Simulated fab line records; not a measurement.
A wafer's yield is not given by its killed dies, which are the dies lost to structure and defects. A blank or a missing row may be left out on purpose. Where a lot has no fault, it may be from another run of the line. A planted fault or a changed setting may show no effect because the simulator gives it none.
fab line records	flow n5_finfet
record lots=5	wafers=15	last_day=16
route steps=1938 shown HKMG_FIN@426 GATE_CUT@465 BEOL_M4@1111
lots that met no fault: taken from a fault-free run of the same line
start_h: hours from the record's first day to the start of the lot's first wafer shown	wait_h: hours from the lot's prior step to this one	" as in the row above	L1.1+2: a row that stands for several wafers	- either no value or no given start	* or withheld: withheld	< > ~ a bound
route shown NAME@n: names a module that has steps shown in the file, with the first one's number in the route	usual: mean/standard deviation taken from wafers without a fault	same: alike in all rows	chamber/n: place in a boat	sites: the reading at each site	_std_site: how widely they spread, as a standard deviation	_edge_site: outer sites' mean less inner sites'	radius_mm: how far each site lies from the wafer's centre	mask NAME#n: copy n	behind: the most recent tool/chamber to have shaped the wafer	hold: the reason the lot was held/the length of the hold in hours/how it ended	device: whichever transistor did not switch (one of n, p or np)	end of line: the tests these same wafers got at the end of their route	a step without rows: its recipe alone	killed: the dies lost at the first sort to structure and to defects; this is not the yield of the wafer	map: a wafer's dies, marking killed ones x, the rest . and places with no die _
set.NAME: the setting as run; set.NAME@STEP: as run at that earlier step	model.NAME: the simulator's own value behind a step, which no gauge read
lots seen at some steps along the route; tables by step, rows by wafer
services: from which hour (start_h, from the record's first day; less than 0 if before it) a tool's chamber was out of use, for how many hours, and why
## steps
# step N5_HKMG_FIN_SOFTBAKE_07
# recipe temp_c=110	time_s=60	resist=CAR-ArF
# step N5_HKMG_FIN_EXPOSE_09
# recipe mask_id=NWFM	na=1.35	source_shape=conventional	sigma_outer=0.8	polarization=unpolarized	dose_mj=39.25
# step N5_HKMG_FIN_PEB_10
# recipe peb_temp_c=withheld	peb_time_s=60	resist=CAR-ArF
# step N5_HKMG_FIN_DEVELOP_11
# recipe develop_time_s=30	developer=TMAH	resist=CAR-ArF	dev_temp_c=23	rinse_liquid=diw	dry=air_spin
# step N5_HKMG_FIN_CD_MEAS_12
# recipe target_cd_nm=92.8	landing_energy_ev=500	detector=se_inlens
# usual cd_nm=92.6/0.48
lot.wafer	tool	chamber	start_h	wait_h	cd_nm
L174.1	cd_sem-02	0	103.24	-	92.5
L174.3	"	0	"	"	92.5
L174.5	"	0	"	"	92.4
L177.1	cd_sem-02	0	120.26	-	92.2
L177.5	"	0	"	"	92.2
L177.6	"	0	"	"	92.7
L180.1	cd_sem-01	0	139.36	-	92.6
L180.3	"	0	"	"	92.4
L180.6	"	0	"	"	92.6
L181.2	cd_sem-02	0	144.12	-	92.0
L181.4	"	0	"	"	92.5
L181.6	"	0	"	"	92.0
L188.3	cd_sem-03	0	185.21	-	92.2
L188.5	"	0	"	"	92.7
L188.6	"	0	"	"	92.3
# step N5_HKMG_FIN_OVL_MEAS_13
# recipe points_per_wafer=44
# usual NWFM_OVL=0.0/0.66
lot.wafer	tool	chamber	start_h	wait_h	NWFM_OVL[nm]
L174.1	overlay-02	0	103.27	0.0	0.6
L174.3	"	0	"	"	-0.4
L174.5	"	0	"	"	-0.2
L177.1	overlay-01	0	120.29	0.0	1.2
L177.5	"	0	"	"	0.0
L177.6	"	0	"	"	0.8
L180.1	overlay-02	0	139.39	0.0	-0.1
L180.3	"	0	"	"	0.2
L180.6	"	0	"	"	-0.6
L181.2	overlay-02	0	144.14	0.0	0.4
L181.4	"	0	"	"	0.1
L181.6	"	0	"	"	-0.1
L188.3	overlay-01	0	185.24	0.0	0.0
L188.5	"	0	"	"	-0.8
L188.6	"	0	"	"	-1.8
# step N5_HKMG_FIN_INSPECT_14
# recipe mode=adi	inspect_instrument=macro
# usual raw_defect_count=1.9/1.4
lot.wafer	tool	chamber	start_h	wait_h	raw_defect_count
L174.1	defect_inspect-01	-	103.30	0.0	3
L174.3	"	-	"	"	3
L174.5	"	-	"	"	2
L177.1	defect_inspect-02	-	120.32	0.0	1
L177.5	"	-	"	"	3
L177.6	"	-	"	"	3
L180.1	defect_inspect-01	-	139.41	0.0	0
L180.3	"	-	"	"	0
L180.6	"	-	"	"	2
L181.2	defect_inspect-01	-	144.17	0.0	1
L181.4	"	-	"	"	4
L181.6	"	-	"	"	0
L188.3	defect_inspect-02	-	185.27	0.0	2
L188.5	"	-	"	"	2
L188.6	"	-	"	"	3
# step N5_HKMG_FIN_DESCUM_17
# recipe chemistry=O2	time_s=7.9	source_power_w=50	bias_power_w=20	pressure_mtorr=20	rf_frequency_hz=2.712e+07	temp_c=40	resist=CAR-ArF	o2_flow_sccm=225
# step N5_HKMG_FIN_ETCH_31
# recipe chemistry=CF4	target=SiARC	target_depth_a=455	mask_material=CAR-ArF	time_s=75.8	ion_energy_ev=80	pressure_mtorr=40	source_w=545	bias_w=36	Ar_flow_sccm=100	cf4_flow_sccm=100	ends=cleared
# usual drypump_motor_current_A=5.6/0.43	etch_rf_on_time_s=75.3/1.2	mfc_ar_sccm=100.0/0.31	oes_product_au=0.69/0.077	rf_fwd_power_W=539.8/2.7	rf_vpp_V=184.2/1.2	showerhead_plenum_p_Torr=2.16/0.07	throttle_valve_pct=15.65/0.28
lot.wafer	tool	chamber	start_h	wait_h	drypump_motor_current_A	etch_rf_on_time_s	mfc_ar_sccm	oes_product_au	rf_fwd_power_W	rf_hours_counter_h	rf_vpp_V	showerhead_plenum_p_Torr	throttle_valve_pct
L174.1	rie_diel-06	0	103.55	0.0	4.8	74.0	99.9	0.77	542.3	39	184.3	2.26	15.67
L174.3	"	3	"	"	5.6	75.3	100.2	0.61	538.8	212	183.9	2.21	16.03
L174.5	"	0	"	"	4.8	73.7	100.1	0.76	541.1	-	185.0	2.26	15.67
L177.1	rie_diel-01	0	120.61	0.0	6.2	75.8	99.8	0.61	540.7	205	184.8	2.13	16.00
L177.5	"	1	"	"	5.6	75.9	100.2	0.61	539.3	-	183.3	2.13	15.76
L177.6	"	2	"	"	5.3	75.0	99.8	0.69	539.8	-	182.8	2.08	15.38
L180.1	rie_diel-05	1	139.62	0.0	6.1	74.1	99.9	0.83	536.5	4	184.8	2.19	15.24
L180.3	"	3	"	"	4.9	74.6	99.8	0.79	540.7	13	185.9	2.27	15.40
L180.6	"	1	"	"	6.1	74.5	100.7	0.83	535.9	-	185.3	2.19	15.23
L181.2	rie_diel-05	2	144.24	0.0	5.7	73.6	99.9	0.76	540.5	55	182.2	2.09	15.73
L181.4	"	3	"	"	5.0	74.6	100.4	0.78	542.0	15	185.2	2.27	15.41
L181.6	"	2	"	"	5.7	73.7	99.7	0.75	541.1	-	183.4	2.09	15.77
L188.3	rie_diel-06	3	185.54	0.0	5.7	76.0	100.1	0.58	542.0	239	184.3	2.20	16.08
L188.5	"	0	"	"	4.8	74.7	99.8	0.73	542.8	-	186.5	2.25	15.71
L188.6	"	3	"	"	5.7	76.6	100.1	0.59	542.6	-	184.1	2.20	16.08
# step N5_HKMG_FIN_ETCH_32
# recipe chemistry=N2/H2	target=SOC	target_depth_a=2400	temp_c=40	time_s=300	ion_energy_ev=200	mask_material=SiARC	pressure_mtorr=30	source_w=840	bias_w=150	n2_flow_sccm=200	h2_flow_sccm=200
# step N5_HKMG_FIN_STRIP_33
# recipe chemistry=N2/H2	temp_c=40	n2_flow_sccm=200	h2_flow_sccm=200	rf_frequency_hz=6e+07
# step N5_HKMG_FIN_STRIP_34
# recipe chemistry=CF4	resist=SiARC	power_w=300	bias_power_w=75	pressure_mtorr=50	cf4_flow_sccm=150	rf_frequency_hz=6e+07
# step N5_HKMG_FIN_ETCH_35
# recipe chemistry=N2/H2	target=SOC	target_depth_a=2158	ion_energy_ev=65	bias_w=5	source_w=3000	time_s=243.4	pressure_mtorr=30	n2_flow_sccm=200	h2_flow_sccm=200
# usual drypump_motor_current_A=5.6/0.43	oes_product_au=0.80/0.09	rf_fwd_power_W=2991/10	rf_vpp_V=141.7/1.1	showerhead_plenum_p_Torr=2.56/0.088	throttle_valve_pct=17.88/0.25
lot.wafer	tool	chamber	start_h	wait_h	drypump_motor_current_A	oes_product_au	rf_fwd_power_W	rf_hours_counter_h	rf_vpp_V	showerhead_plenum_p_Torr	throttle_valve_pct	model.etch.depth_nm	model.HKMG_FIN.feature_depth_nm	model.SOC_of_HKMG_FIN_COAT_29.thk_nm
L174.1	rie_diel-06	0	103.82	0.0	4.8	0.88	2992	40	142.4	2.69	17.81	218.2	218.2	80.8
L174.3	"	3	"	"	5.7	0.71	2987	212	142.6	2.62	18.18	214.5	214.6	84
L174.5	"	0	"	"	4.8	0.89	2976	-	142.9	2.69	17.80	221.1	221.2	76.2
L177.1	rie_diel-01	0	120.88	0.0	6.2	0.71	2993	205	142.3	2.53	18.24	214.5	214.4	87
L177.5	"	1	"	"	5.6	0.71	2987	-	140.4	2.51	17.93	216.8	216.8	85.2
L177.6	"	2	"	"	5.3	0.80	2997	-	143.6	2.46	17.76	217.1	217.2	84
L180.1	rie_diel-05	1	139.89	0.0	6.1	0.97	2996	4	141.7	2.59	17.50	219	219	81.2
L180.3	"	3	"	"	4.9	0.92	2999	13	141.6	2.71	17.51	218.7	218.6	82.2
L180.6	"	1	"	"	6.1	0.97	2989	-	142.2	2.59	17.49	220.1	220.2	80
L181.2	rie_diel-05	2	144.50	0.0	5.6	0.89	3008	55	140.5	2.47	17.99	222.9	223	77.2
L181.4	"	3	"	"	5.0	0.91	3007	15	143.1	2.71	17.53	217.6	217.6	83
L181.6	"	2	"	"	5.6	0.89	2997	-	141.6	2.47	17.98	222.8	222.8	77.4
L188.3	rie_diel-06	3	185.80	0.0	5.7	0.97	2988	240	142.2	2.61	18.27	355.8	355.8	0
L188.5	"	0	"	"	4.8	0.85	2988	-	142.9	2.68	17.85	217.3	217.2	83.8
L188.6	"	3	"	"	5.7	0.68	2995	-	144.5	2.61	18.23	214.5	214.4	86
# step N5_HKMG_FIN_STRIP_92
# recipe chemistry=N2/H2	material=SOC	time_s=20	power_w=500	temp_c=40	pressure_mtorr=50	rf_frequency_hz=6e+07	bias_power_w=8	h2_frac=0.5	n2_flow_sccm=300	h2_flow_sccm=300
# usual bias_power_w=7.998/0.024	drypump_motor_current_A=5.6/0.43	oes_product_au=0.80/0.09	rf_fwd_power_W=496.3/2	rf_vpp_V=54.2/0.82	showerhead_plenum_p_Torr=3.38/0.11	throttle_valve_pct=19.06/0.27
lot.wafer	tool	chamber	start_h	wait_h	bias_power_w	drypump_motor_current_A	oes_product_au	rf_fwd_power_W	rf_hours_counter_h	rf_vpp_V	showerhead_plenum_p_Torr	throttle_valve_pct	model.SOC_of_HKMG_FIN_COAT_29.thk_nm
L174.1	rie_diel-06	0	103.96	0.1	7.997	4.8	0.88	497.9	40	54.5	3.55	18.74	70.4
L174.3	"	3	"	"	8.014	5.7	0.70	497.8	212	52.9	3.46	19.18	74
L174.5	"	0	"	"	7.991	4.8	0.88	497.5	-	54.0	3.55	18.76	66
L177.1	rie_diel-01	0	121.02	0.1	7.980	6.2	0.71	496.0	205	55.0	3.34	19.38	76.8
L177.5	"	1	"	"	8.027	5.7	0.70	496.4	-	53.7	3.32	19.13	75.2
L177.6	"	2	"	"	7.988	5.3	0.79	496.4	-	54.6	3.25	19.27	73.8
L180.1	rie_diel-05	1	140.04	0.1	8.012	6.1	0.97	495.2	4	53.6	3.42	18.85	70.6
L180.3	"	3	"	"	8.024	5.0	0.92	496.1	13	55.3	3.57	18.34	72
L180.6	"	1	"	"	7.981	6.1	0.97	494.1	-	53.2	3.42	18.83	69.6
L181.2	rie_diel-05	2	144.65	0.1	7.974	5.7	0.89	498.8	55	54.4	3.27	19.17	66.6
L181.4	"	3	"	"	8.011	5.0	0.92	495.2	15	54.8	3.57	18.36	72.4
L181.6	"	2	"	"	7.942	5.7	0.89	498.2	-	54.1	3.27	19.18	66.8
L188.3	rie_diel-06	3	185.95	0.1	8.006	5.7	0.69	495.4	240	54.9	3.44	19.24	0
L188.5	"	0	"	"	7.969	4.8	0.85	495.9	-	53.1	3.53	18.78	73.6
L188.6	"	3	"	"	8.007	5.7	0.68	495.5	-	54.2	3.44	19.22	76
# step N5_HKMG_FIN_WET_ETCH_18
# recipe chemistry=SC1	target=TiN	mix=1:1:5	temp_c=*	time_s=55	target_depth_nm=5.2	dry=ipa_marangoni	rinse_time_s=30	rinse_temp_c=23
# step N5_HKMG_FIN_STRIP_19
# recipe chemistry=N2/H2	power_w=2500	temp_c=300	h2_frac=0.65	time_s=360	pressure_mtorr=withheld	n2_flow_sccm=1750	h2_flow_sccm=3250
# step N5_HKMG_FIN_ALD_91
# recipe material=TiN	target_thk_a=10	temp_c=400	ald_precursor_family=TiCl4	ald_co_reactant=NH3	pulse_time_s=1	purge_time_s=3	co_reactant_purge_time_s=2	co_reactant_pulse_time_s=2	ald_cycles=47	pressure_torr=3
# step N5_HKMG_FIN_COAT_85
# recipe resist=SOC	temp_c=250	time_s=60	spin_rpm=1500	resist_thk_nm=300
# step N5_HKMG_FIN_ETCH_86
# recipe chemistry=N2/H2	target=SOC	target_depth_a=3932	stop_on=TiN	ion_energy_ev=100	bias_w=61	pressure_mtorr=30	source_w=850	n2_flow_sccm=200	h2_flow_sccm=200
# step N5_HKMG_FIN_STRIP_89
# recipe chemistry=N2/H2	material=SOC	time_s=20	power_w=500	temp_c=40	pressure_mtorr=50	rf_frequency_hz=6e+07	bias_power_w=8	h2_frac=0.5	n2_flow_sccm=300	h2_flow_sccm=300
# usual bias_power_w=8.002/0.026	drypump_motor_current_A=5.6/0.42	oes_product_au=0.80/0.09	rf_fwd_power_W=497.3/1.8	rf_vpp_V=54.2/0.81	showerhead_plenum_p_Torr=3.36/0.11	throttle_valve_pct=19.06/0.27
lot.wafer	tool	chamber	start_h	wait_h	bias_power_w	drypump_motor_current_A	oes_product_au	rf_fwd_power_W	rf_hours_counter_h	rf_vpp_V	showerhead_plenum_p_Torr	throttle_valve_pct
L174.1	rie_diel-05	2	104.91	0.0	7.996	5.7	0.91	498.1	39	53.9	3.28	19.14
L174.3	"	0	"	"	8.061	5.5	0.91	498.2	15	53.7	3.29	18.70
L174.5	"	1	"	"	7.985	6.1	0.67	493.5	-	54.4	3.43	19.28
L177.1	rie_diel-05	2	122.05	0.1	7.971	5.7	0.90	496.2	47	54.9	3.27	19.15
L177.5	"	2	"	"	7.997	5.7	0.90	497.4	-	54.2	3.27	19.16
L177.6	"	3	"	"	8.022	5.0	0.93	502.1	-	54.9	3.57	18.32
L180.1	rie_diel-01	1	141.04	0.0	7.991	5.7	0.70	498.3	212	53.2	3.32	19.16
L180.3	"	3	"	"	8.014	5.4	0.82	491.9	84	54.8	3.26	18.98
L180.6	"	3	"	"	7.999	5.4	0.81	496.7	-	54.5	3.26	18.98
L181.2	rie_diel-05	1	145.65	0.0	7.999	6.1	0.95	496.8	6	55.3	3.42	18.86
L181.4	"	0	"	"	7.987	5.5	0.88	498.8	27	55.1	3.28	18.72
L181.6	"	2	"	"	7.987	5.7	0.87	495.1	-	55.4	3.27	19.17
L188.3	rie_diel-01	2	186.88	0.0	8.009	5.3	0.77	499.4	119	53.3	3.24	19.30
L188.5	"	0	"	"	8.031	6.2	0.69	497.3	-	52.5	3.33	19.43
L188.6	"	1	"	"	8.034	5.7	0.69	496.7	-	55.2	3.31	19.18
# step N5_HKMG_FIN_WET_ETCH_87
# recipe chemistry=SC1	target=TiN	mix=1:2:40	temp_c=50	time_s=154.2	target_depth_nm=4.7	dry=ipa_marangoni	rinse_time_s=30	rinse_temp_c=23
# step N5_HKMG_FIN_STRIP_88
# recipe chemistry=N2/H2	power_w=2500	temp_c=300	h2_frac=0.65	time_s=360	pressure_mtorr=withheld	n2_flow_sccm=1750	h2_flow_sccm=3250
# step N5_HKMG_FIN_NWFM_ALD_20
# recipe material=TiAlC	target_thk_a=20	temp_c=300	ald_precursor_family=TiCl4	ald_co_reactant=TEA	pulse_time_s=3	purge_time_s=2	co_reactant_purge_time_s=2	co_reactant_pulse_time_s=10	ald_cycles=7	pressure_torr=3
# usual heater_power_w=479/39	precursor_pulse_height_rel=1.000/0.021	susceptor_temp_C=299.97/0.18
# same purge_time_s=2
lot.wafer	tool	chamber	start_h	wait_h	heater_power_w	precursor_pulse_height_rel	susceptor_temp_C
L174.1	ald_metal-04	3	105.48	0.3	515	0.986	299.75
L174.3	"	1	"	"	489	0.985	300.06
L174.5	"	0	"	"	490	1.016	299.93
L177.1	ald_metal-02	3	122.66	0.3	418	1.000	299.73
L177.5	"	2	"	"	509	1.036	299.86
L177.6	"	1	"	"	523	1.027	300.12
L180.1	ald_metal-02	3	141.69	0.3	421	0.990	300.33
L180.3	"	2	"	"	493	1.032	299.77
L180.6	"	0	"	"	418	1.001	299.87
L181.2	ald_metal-02	2	146.33	0.3	505	1.018	300.22
L181.4	"	1	"	"	532	0.975	300.02
L181.6	"	2	"	"	495	1.014	299.65
L188.3	ald_metal-03	0	187.45	0.1	504	0.947	300.13
L188.5	"	3	"	"	424	1.008	299.81
L188.6	"	2	"	"	469	1.009	300.18
# step N5_HKMG_FIN_ALD_71
# recipe material=TiN	target_thk_a=10	temp_c=400	ald_precursor_family=TiCl4	ald_co_reactant=NH3	pulse_time_s=1	purge_time_s=3	co_reactant_purge_time_s=2	co_reactant_pulse_time_s=2	ald_cycles=47	pressure_torr=3
# step N5_HKMG_FIN_COAT_66
# recipe resist=SOC	temp_c=250	time_s=60	spin_rpm=1500	resist_thk_nm=300
# step N5_HKMG_FIN_ETCH_67
# recipe chemistry=N2/H2	target=SOC	target_depth_a=3889	stop_on=TiN	ion_energy_ev=100	bias_w=61	pressure_mtorr=30	source_w=850	n2_flow_sccm=200	h2_flow_sccm=200
# step N5_HKMG_FIN_STRIP_90
# recipe chemistry=N2/H2	material=SOC	time_s=20	power_w=500	temp_c=40	pressure_mtorr=50	rf_frequency_hz=6e+07	bias_power_w=8	h2_frac=0.5	n2_flow_sccm=300	h2_flow_sccm=300
# step N5_HKMG_FIN_WET_ETCH_73
# recipe chemistry=SC1	mix=1:2:40	temp_c=50	time_s=42.3	target_depth_nm=1.3	dry=ipa_marangoni	rinse_time_s=30	rinse_temp_c=23
# step N5_HKMG_FIN_ETCHBACK_68
# recipe chemistry=Cl2/Ar	stop_on=HfO2	target_depth_a=5	pressure_mtorr=10	icp_w=600	bias_w=60	Cl2_flow_sccm=40	Ar_flow_sccm=60
# step N5_HKMG_FIN_STRIP_69
# recipe chemistry=N2/H2	power_w=2500	temp_c=300	h2_frac=0.65	time_s=360	pressure_mtorr=withheld	n2_flow_sccm=1750	h2_flow_sccm=3250
# step N5_HKMG_FIN_ALD_21
# recipe material=TiN	target_thk_a=15	temp_c=400	ald_precursor_family=TiCl4	ald_co_reactant=NH3	pulse_time_s=1	purge_time_s=3	co_reactant_purge_time_s=2	co_reactant_pulse_time_s=2	ald_cycles=68	pressure_torr=3
# step N5_HKMG_FIN_ALD_72
# recipe material=W	target_thk_a=20	temp_c=300	pressure_torr=7.5	ald_precursor_family=WF6	ald_co_reactant=B2H6	pulse_time_s=1	purge_time_s=2	co_reactant_purge_time_s=2	co_reactant_pulse_time_s=3	ald_cycles=7
# step N5_HKMG_FIN_W_FILL_22
# recipe material=W	target_thk_a=600	temp_c=400	pressure_torr=39.4	time_s=18.2
# usual heater_power_w=945/140	susceptor_temp_C=400.00/0.22	throttle_valve_pct=20.3/1.6
lot.wafer	tool	chamber	start_h	wait_h	heater_power_w	susceptor_temp_C	throttle_valve_pct
L174.1	cvd_w-02	1	107.13	0.0	896	400.25	19.0
L174.3	"	0	"	"	722	399.77	18.6
L174.5	"	0	"	"	739	399.85	18.6
L177.1	cvd_w-01	0	124.26	0.0	988	399.93	22.5
L177.5	"	0	"	"	969	399.93	22.3
L177.6	"	1	"	"	1116	400.13	20.5
L180.1	cvd_w-02	1	143.29	0.0	895	399.90	19.0
L180.3	"	1	"	"	911	400.06	18.7
L180.6	"	0	"	"	751	399.97	18.6
L181.2	cvd_w-02	1	148.06	0.0	916	399.58	18.8
L181.4	"	0	"	"	754	399.96	18.6
L181.6	"	1	"	"	911	400.14	18.8
L188.3	cvd_w-02	0	189.12	0.0	732	400.27	18.6
L188.5	"	1	"	"	892	399.85	18.9
L188.6	"	0	"	"	731	400.15	18.7
# step N5_HKMG_FIN_PRECLEAN_83
# recipe chemistry=DIW	time_s=57.5	temp_c=23
# step N5_HKMG_FIN_SRD_84
# recipe dry_time_s=32	dry=n2_spin	spin_rpm=1500
# step N5_HKMG_FIN_CMP_23
# recipe stop_on=SiNx	t_overpolish_s=10	post_cmp_clean=rinse_only	down_force_psi=4	platen_rpm=50.289	pad_velocity_m_s=1.0006	target_thk_nm=46.326
# step N5_HKMG_FIN_CMP_94
# recipe stop_on=SiNx	post_cmp_clean=w_dilute_nh4oh	t_overpolish_s=4.7	down_force_psi=4	platen_rpm=50.289	pad_velocity_m_s=1.0006	target_thk_nm=43.299
# step N5_HKMG_FIN_INSPECT_28
# recipe inspect_instrument=darkfield	mode=post_cmp
# usual raw_defect_count=38/18
lot.wafer	tool	chamber	start_h	wait_h	raw_defect_count
L174.1	defect_inspect-02	-	107.94	0.0	91
L174.3	"	-	"	"	44
L174.5	"	-	"	"	40
L177.1	defect_inspect-01	-	125.31	0.0	15
L177.5	"	-	"	"	16
L177.6	"	-	"	"	20
L180.1	defect_inspect-01	-	144.11	0.0	21
L180.3	"	-	"	"	29
L180.6	"	-	"	"	14
L181.2	defect_inspect-01	-	148.88	0.0	82
L181.4	"	-	"	"	69
L181.6	"	-	"	"	36
L188.3	defect_inspect-01	-	189.93	0.0	38
L188.5	"	-	"	"	29
L188.6	"	-	"	"	32
# step N5_GATE_CUT_ETCHBACK_00
# recipe chemistry=SF6/Cl2	target=W	pressure_mtorr=8	icp_w=900	bias_w=80	SF6_flow_sccm=40	Cl2_flow_sccm=60
# usual drypump_motor_current_A=5.9/0.3	he_backside_leak_sccm=3.35/0.18	oes_product_au=0.79/0.11	rf_fwd_power_W=895.7/2.8	throttle_valve_pct=27.33/0.1
lot.wafer	tool	chamber	start_h	wait_h	drypump_motor_current_A	he_backside_leak_sccm	oes_product_au	rf_fwd_power_W	rf_hours_counter_h	throttle_valve_pct
L174.1	rie_metal-02	0	107.98	0.0	6.2	3.31	0.84	891.1	25	27.35
L174.3	"	0	"	"	6.1	3.27	0.85	897.8	-	27.35
L174.5	"	0	"	"	6.2	3.28	0.84	893.6	-	27.35
L177.1	rie_metal-02	1	125.35	0.0	6.2	3.54	0.99	889.7	0	27.10
L177.5	"	0	"	"	6.2	3.13	0.83	892.9	-	27.33
L177.6	"	1	"	"	6.2	3.49	0.99	892.3	-	27.11
L180.1	rie_metal-01	0	144.15	0.0	5.6	3.33	0.91	895.8	10	27.35
L180.3	"	1	"	"	5.3	3.83	0.65	897.7	-	27.51
L180.6	"	1	"	"	5.3	3.46	0.65	898.2	-	27.51
L181.2	rie_metal-01	0	148.91	0.0	5.5	3.42	0.91	896.3	10	27.38
L181.4	"	0	"	"	5.5	3.33	0.91	894.5	-	27.37
L181.6	"	0	"	"	5.5	3.49	0.91	893.0	-	27.37
L188.3	rie_metal-02	0	190.00	0.1	6.1	3.38	0.82	895.1	-	27.36
L188.5	"	1	"	"	6.2	3.63	0.93	891.3	-	27.11
L188.6	"	0	"	"	6.1	3.11	0.82	897.8	-	27.35
# step N5_GATE_CUT_ETCH_56
# recipe chemistry=Cl2/Ar	target=TiN	target_depth_a=216	pressure_mtorr=10	icp_w=600	bias_w=60	Cl2_flow_sccm=40	Ar_flow_sccm=60
# step N5_GATE_CUT_ETCHBACK_30
# recipe chemistry=Cl2/Ar	target=TiN	target_depth_a=30	mode=isotropic	pressure_mtorr=10	icp_w=600	bias_w=60	Cl2_flow_sccm=40	Ar_flow_sccm=60
# step N5_BEOL_M4_RC_MEAS_101
# usual DIBL_N=35.7/1.3	DIBL_P=35.4/1.8	EOT_N=10.52/0.09	EOT_P=10.47/0.091	IGATE_N=0.0126/0.0018	IGATE_P=0.0038/0.00056	IOFF_N=0.152/0.027	IOFF_P=0.20/0.034	ION_N=672/9.8	ION_P=461/7.5	SS_N=71.4/0.55	SS_P=73.1/0.61	VT_N=251/3.3	VT_P=-251/3.6
lot.wafer	tool	chamber	start_h	wait_h	DIBL_N[mV/V]	DIBL_P[mV/V]	EOT_N	EOT_P	IGATE_N[nA/um]	IGATE_P[nA/um]	IOFF_N[nA/um]	IOFF_P[nA/um]	ION_N[uA/um]	ION_P[uA/um]	SS_N[mV/dec]	SS_P[mV/dec]	VT_N[mV]	VT_P[mV]
L174.1	prober-01	0	191.09	0.0	36.1	37.9	10.63	10.64	0.0095	0.0028	0.183	0.20	686	468	71.6	73.1	250	-254
L174.3	"	0	"	"	35.8	36.7	10.57	10.43	0.0129	0.0038	0.166	0.18	681	458	71.2	72.8	251	-255
L174.5	"	0	"	"	36.6	37.1	10.64	10.66	0.0102	0.0030	0.186	0.19	682	456	71.3	73.1	248	-254
L177.1	prober-02	0	209.67	0.0	34.2	34.1	10.49	10.38	0.0125	0.0038	0.131	0.17	672	455	71.4	72.0	252	-253
L177.5	"	0	"	"	36.0	36.0	10.44	10.37	0.0134	0.0040	0.155	0.21	683	469	71.6	73.5	249	-250
L177.6	"	0	"	"	35.6	35.7	10.54	10.51	0.0122	0.0037	0.154	0.20	672	462	71.8	73.9	248	-250
L180.1	prober-02	0	227.18	0.0	34.9	35.1	10.54	10.39	0.0127	0.0038	0.131	0.21	669	466	71.2	72.8	254	-249
L180.3	"	0	"	"	35.9	35.8	10.48	10.33	0.0147	0.0044	0.152	0.23	679	469	71.6	73.3	249	-249
L180.6	"	0	"	"	35.6	36.1	10.48	10.41	0.0135	0.0041	0.142	0.23	666	471	71.6	73.7	252	-247
L181.2	prober-02	0	237.08	0.2	37.4	34.8	10.67	10.53	0.0122	0.0037	0.190	0.21	674	461	71.8	72.5	244	-247
L181.4	"	0	"	"	36.1	35.3	10.43	10.36	0.0124	0.0038	0.169	0.23	680	469	70.6	73.0	244	-246
L181.6	"	0	"	"	38.1	37.5	10.49	10.45	0.0118	0.0036	0.214	0.26	677	469	72.4	73.6	244	-244
L188.3	prober-02	0	280.97	0.3	35.1	34.6	10.21	10.18	0.0456	0.0134	0.135	0.20	676	474	70.8	72.4	252	-247
L188.5	"	0	"	"	35.9	35.6	10.76	10.46	0.0104	0.0031	0.153	0.23	679	468	71.2	74.3	247	-249
L188.6	"	0	"	"	37.2	36.6	10.52	10.43	0.0130	0.0039	0.167	0.25	683	472	72.2	73.5	251	-245
## services
tool	chamber	start_h	hours	kind
rie_diel-05	3	82.67	-	clean
rie_diel-05	3	82.67	-	consumable_replace:focus_ring
rie_diel-05	3	82.67	-	consumable_replace:showerhead
rie_diel-05	3	82.67	23.6	scheduled_down
rie_diel-05	3	82.67	23.6	vent_cycle
cvd_w-02	1	84.56	9.8	repair
ald_metal-03	-	93.43	5.8	repair
rie_metal-02	1	97.22	-	clean
rie_metal-02	1	97.22	24.0	scheduled_down
rie_metal-02	1	97.22	24.0	vent_cycle
rie_diel-05	1	106.24	-	clean
rie_diel-05	1	106.24	-	consumable_replace:focus_ring
rie_diel-05	1	106.24	21.1	scheduled_down
rie_diel-05	1	106.24	21.1	vent_cycle
rie_metal-01	-	114.66	2.8	pm
rie_metal-01	-	146.51	1.7	repair
rie_diel-06	0	149.96	9.6	repair
cvd_w-01	-	165.86	2.4	repair
rie_diel-06	-	186.01	2.8	pm
ald_metal-03	3	188.01	4.7	repair
## key
first_sign step=N5_BEOL_M4_RC_MEAS_101	reading=IGATE_N	direction=up	sigmas=18	usual=0.0126	struck=0.0456
effect step=N5_BEOL_M4_RC_MEAS_101	reading=IGATE_P	direction=up	sigmas=17	usual=0.0038	struck=0.0134
effect step=N5_BEOL_M4_RC_MEAS_101	reading=EOT_N	direction=down	sigmas=3.5	usual=10.52	struck=10.21
effect step=N5_BEOL_M4_RC_MEAS_101	reading=EOT_P	direction=down	sigmas=3.2	usual=10.47	struck=10.18
model_effect step=N5_HKMG_FIN_ETCH_35	value=etch.depth_nm	without=215.1	struck=355.8
model_effect step=N5_HKMG_FIN_STRIP_92	value=SOC_of_HKMG_FIN_COAT_29.thk_nm	without=76.6	struck=0
met_at N5_HKMG_FIN_ETCH_35
struck_wafers L188.3
sort_left_out L188.3
onset_between 103.82 185.80
fault kind=process_parameter_drift	tool=rie_diel-06	chamber=-	onset_h=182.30	steps=N5_HKMG_FIN_ETCH_35	channel=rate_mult	offset=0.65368	shape=step	end_h=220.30	scope=struck_wafers_only
# sort_left_out: the simulated sort isn't trusted on such a fault, so these wafers' sort isn't shown, and their yield isn't known
